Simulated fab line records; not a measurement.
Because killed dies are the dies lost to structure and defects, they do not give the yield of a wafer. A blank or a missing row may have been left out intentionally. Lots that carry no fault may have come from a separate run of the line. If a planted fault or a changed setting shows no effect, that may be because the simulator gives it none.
The tool behind it: which one? ; flow n5Finfet ; 31 wafers from 11 lots sampled at 5 of the route's 1938 steps

== WHAT THE GAUGES SHOWED, per wafer ==
N5_BEOL_M15_CD_MEAS_28: target cd 407.6 nm. Usual: cdNm reads 407.3 nm (standard deviation 1.9).
lot;measured;on;cdNm (nm);flag
L875;day 11 01:54;cdSem-02;411.8 411.0 407.7;
L877;day 11 05:40;cdSem-01;408.6 410.8 409.9;
L878;day 11 10:25;cdSem-02;409.4 407.8 407.2;
L880;day 11 18:10;cdSem-02;406.4 407.5 409.0;
L882;day 11 20:49;cdSem-02;406.7 407.0 407.8;
L881;day 12 06:51;cdSem-03;408.6 407.2 404.6;
L884;day 12 12:46;cdSem-03;406.2 406.2 406.1;
L895;day 16 14:47;cdSem-01;408.2 408.1 407.7;
L892;day 17 15:47;cdSem-02;404.4 404.6;
L897;day 18 16:16;cdSem-01;406.4 407.7 407.9;
L886;day 18 16:35;cdSem-03;406.5 407.3;

N5_BEOL_M15_THK_MEAS_50: measures by xrf. Usual: for M15_THK the level is 848 nm and the standard deviation is 17.
lot;measured;on;M15_THK (nm);flag
L875;day 11 04:04;filmMetro-01;859 838 866;
L877;day 11 07:40;filmMetro-02;829 851 832;
L878;day 11 12:48;filmMetro-02;854 835 868;
L880;day 11 21:03;filmMetro-02;848 850 845;
L882;day 12 00:32;filmMetro-01;816 818 850;
L881;day 12 09:50;filmMetro-02;853 864 857;
L884;day 12 15:32;filmMetro-01;829 843 851;
L895;day 16 18:52;filmMetro-02;841 855 825;
L892;day 17 19:54;filmMetro-02;822 776;
L897;day 18 22:49;filmMetro-01;844 866 848;
L886;day 18 19:39;filmMetro-01;770 878;

N5_BEOL_M15_RS_MEAS_54: measurement is done with a four-point probe. Usual: for M15_RS the level is 0.0216 ohm/sq and the standard deviation is 0.00043.
lot;measured;on;M15_RS (ohm/sq);flag
L875;day 11 04:12;filmMetro-02;0.0217 0.0223 0.0215;
L877;day 11 07:47;filmMetro-01;0.0219 0.0214 0.0218;
L878;day 11 12:55;filmMetro-02;0.0214 0.0219 0.0212;
L880;day 11 21:11;filmMetro-02;0.0218 0.0216 0.0218;
L882;day 12 00:40;filmMetro-01;0.0225 0.0224 0.0217;
L881;day 12 09:58;filmMetro-02;0.0216 0.0214 0.0215;
L884;day 12 15:40;filmMetro-02;0.0220 0.0217 0.0215;
L895;day 16 19:00;filmMetro-01;0.0214 0.0212 0.0220;
L892;day 17 20:02;filmMetro-02;0.0221 0.0236;
L897;day 18 22:56;filmMetro-01;0.0216 0.0210 0.0216;
L886;day 18 19:47;filmMetro-02;0.0238 0.0211;

== TOOL THAT RAN EACH LOT (tool first, then ch and the chambers of the sampled wafers, then the start) ==
lot;N5_BEOL_M15_ETCH_38;N5_BEOL_M15_ECD_47
L875;rieDiel-05 ch 0,3, day 11 03:13 or earlier;ecdCu-01 ch 0,1, day 11 03:13
L877;rieDiel-05 ch 1,2,3, day 11 06:46 or earlier;ecdCu-01 ch 0,1, day 11 06:46
L878;rieDiel-06 ch 0,2, day 11 11:58 or earlier;ecdCu-02 ch 0,1, day 11 11:58
L880;rieDiel-05 ch 0,1,3, day 11 20:03 or earlier;ecdCu-02 ch 0,1, day 11 20:03
L882;rieDiel-06 ch 0,1,2, day 11 23:42 or earlier;ecdCu-02 ch 0,1, day 11 23:42
L881;rieDiel-01 ch 0,1,2, day 12 08:59 or earlier;ecdCu-01 ch 0, day 12 08:59
L884;rieDiel-05 ch 0,1,3, day 12 14:38 or earlier;ecdCu-02 ch 0,1, day 12 14:38
L895;rieDiel-01 ch 0,3, day 16 18:02 or earlier;ecdCu-01 ch 0,1, day 16 18:02
L892;rieDiel-05 ch 0,1, day 17 19:04 or earlier;ecdCu-02 ch 0,1, day 17 19:04
L897;rieDiel-06 ch 2,3, day 18 20:36 or earlier;ecdCu-01 ch 0,1, day 18 20:36
L886;rieDiel-05 ch 0,1, day 18 18:53 or earlier;ecdCu-02 ch 1, day 18 18:53
- N5_BEOL_M15_ETCH_38: etches SiCN in CF4/N2, target depth 106.4 nm, time 120.5 s.
- N5_BEOL_M15_ECD_47: material Cu, target thk 1860 nm.

== AS READ BY THE TOOLS THEMSELVES (means over the sampled wafers that have a number; for cases with no such wafer, the mark the record gives instead) ==
N5_BEOL_M15_ETCH_38. Usual: drypumpMotorCurrentA 5.8 A, standard deviation 0.71; oesProductAu 0.78 a.u., standard deviation 0.097; rfVppV 382.6 V, standard deviation 2.2; showerheadPlenumPTorr 2.22 Torr, standard deviation 0.081; throttleValvePct 15.50 %, standard deviation 0.24.
lot;tool;drypumpMotorCurrentA (A);oesProductAu (a.u.);rfVppV (V);showerheadPlenumPTorr (Torr);throttleValvePct (%);flag
L875;rieDiel-05;5.5;0.81;383.5;2.25;15.56;
L877;rieDiel-05;5.7;0.76;383.2;2.24;15.55;
L878;rieDiel-06;6.4;0.85;381.7;2.22;15.14;
L880;rieDiel-05;6.1;0.75;381.8;2.18;15.66;
L882;rieDiel-06;6.1;0.78;382.7;2.22;15.31;
L881;rieDiel-01;5.3;0.83;382.9;2.24;15.52;
L884;rieDiel-05;6.1;0.75;382.0;2.18;15.68;
L895;rieDiel-01;4.9;0.79;382.6;2.23;15.66;
L892;rieDiel-05;6.7;0.80;382.6;2.22;15.62;
L897;rieDiel-06;6.1;0.77;381.2;2.16;15.36;
L886;rieDiel-05;6.7;0.80;381.5;2.22;15.62;

== THE ANSWER, worked out from the rows above alone ==
Rule: a lot counts as off when the mean over its wafers that have a number is more than 3 standard deviations away from the usual mean. Also off: a lot with no number at a reading for which 4 or more lots have one. Where the step has rows for the other lots, those lots are counted as sound. First the gauges in route order, then the tools' own readings, where a lot's mean is used as printed above. The first step at which some lot is off is used, and at that step the reading that is off furthest; a lot without a number counts as furthest.
None of the lots is off at any reading shown; this tells nothing.

== WHAT WAS PUT IN BY THE SIMULATOR ==
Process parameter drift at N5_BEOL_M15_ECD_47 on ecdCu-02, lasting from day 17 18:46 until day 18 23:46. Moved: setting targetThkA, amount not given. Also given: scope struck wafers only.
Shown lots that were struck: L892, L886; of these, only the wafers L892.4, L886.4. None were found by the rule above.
